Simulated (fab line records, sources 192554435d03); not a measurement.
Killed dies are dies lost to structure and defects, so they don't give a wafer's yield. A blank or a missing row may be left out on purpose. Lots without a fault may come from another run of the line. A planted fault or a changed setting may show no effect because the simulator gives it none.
Chamber matching | flow n5_finfet | N5_SD_EPI_P_ETCH_37 on rie_diel-03: 4 sister chambers
The step etches SOC in N2/H2, overetch 108 nm, time 486 s. 8 wafers are shown with their chamber, then 7 later ones without.

WAFERS WITH THEIR CHAMBER
wafer  | chamber | drypump_motor_current_A (A) | showerhead_plenum_p_Torr (Torr)
L075.5 | 2       | 5.5                         | 2.41
L076.2 | 3       | 6.2                         | 2.63
L076.3 | 2       | 5.5                         | 2.41
L076.4 | 0       | 5.0                         | 2.59
L079.3 | 3       | 6.3                         | 2.63
L079.6 | 1       | 5.3                         | 2.54
L084.2 | 1       | 5.3                         | 2.54
L084.3 | 0       | 5.0                         | 2.58

WAFERS WITHOUT THEIR CHAMBER
wafer  | drypump_motor_current_A (A) | showerhead_plenum_p_Torr (Torr)
L084.6 | 5.3                         | 2.54
L086.1 | 5.3                         | 2.54
L086.3 | 5.0                         | 2.58
L086.5 | 5.0                         | 2.58
L088.1 | 5.5                         | 2.40
L088.3 | 6.2                         | 2.62
L088.4 | 5.5                         | 2.40

WHICH CHAMBER EACH WENT THROUGH
wafer  | from the rows above | in truth
L084.6 | 1                   | 1
L086.1 | 1                   | 1
L086.3 | 0                   | 0
L086.5 | 0                   | 0
L088.1 | 2                   | 2
L088.3 | 3                   | 3
L088.4 | 2                   | 2
Placed correctly: 7 of 7. Can't be placed from these rows: 0. Placed wrongly: 0.
How it was worked out, from the rows above alone: a wafer's distance from a chamber is the root of the sum, over the readings, of the square of ((its reading less the chamber's mean) divided by the reading's scatter). The wafer belongs to the nearest chamber; if the next one is less than 2 further off, it can't be placed. A chamber's mean is the mean of its shown wafers. The scatter: the root of (the sum of the squares of (reading less its chamber's mean) over the shown wafers, divided by (wafers less chambers)).
